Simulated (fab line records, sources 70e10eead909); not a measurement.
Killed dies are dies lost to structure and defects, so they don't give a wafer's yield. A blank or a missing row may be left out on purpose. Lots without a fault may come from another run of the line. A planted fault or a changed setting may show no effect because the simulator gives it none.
Chamber matching | flow nand_harc | NHARC_P_M2_DESCUM_14 on rie_diel-12: 4 sister chambers
The step chemistry O2, time 3 s. 8 wafers are shown with their chamber, then 9 later ones without.

WAFERS WITH THEIR CHAMBER
wafer  | chamber | showerhead_plenum_p_Torr (Torr) | oes_product_au (a.u.)
L080.3 | 2       | 1.88                            | 1.005
L089.1 | 0       | 1.78                            | 1.009
L089.3 | 2       | 1.87                            | 0.980
L090.3 | 1       | 1.99                            | 0.992
L090.4 | 3       | 1.84                            | 0.982
L091.3 | 3       | 1.84                            | 0.985
L091.5 | 1       | 1.99                            | 1.000
L091.6 | 0       | 1.78                            | 1.006

WAFERS WITHOUT THEIR CHAMBER
wafer  | showerhead_plenum_p_Torr (Torr) | oes_product_au (a.u.)
L092.1 | 1.78                            | 1.000
L092.2 | 1.99                            | 0.984
L092.5 | 1.78                            | 1.006
L094.1 | 1.84                            | 0.971
L094.2 | 1.99                            | 0.988
L094.5 | 1.84                            | 0.981
L095.1 | 1.87                            | 0.995
L095.4 | 1.84                            | 0.978
L095.5 | 1.87                            | 0.997

WHICH CHAMBER EACH WENT THROUGH
wafer  | from the rows above | in truth
L092.1 | 0                   | 0
L092.2 | 1                   | 1
L092.5 | 0                   | 0
L094.1 | 3                   | 3
L094.2 | 1                   | 1
L094.5 | 3                   | 3
L095.1 | 2                   | 2
L095.4 | 3                   | 3
L095.5 | 2                   | 2
Placed correctly: 9 of 9. Can't be placed from these rows: 0. Placed wrongly: 0.
How it was worked out, from the rows above alone: a wafer's distance from a chamber is the root of the sum, over the readings, of the square of ((its reading less the chamber's mean) divided by the reading's scatter). The wafer belongs to the nearest chamber; if the next one is less than 2 further off, it can't be placed. A chamber's mean is the mean of its shown wafers. The scatter: the root of (the sum of the squares of (reading less its chamber's mean) over the shown wafers, divided by (wafers less chambers)).
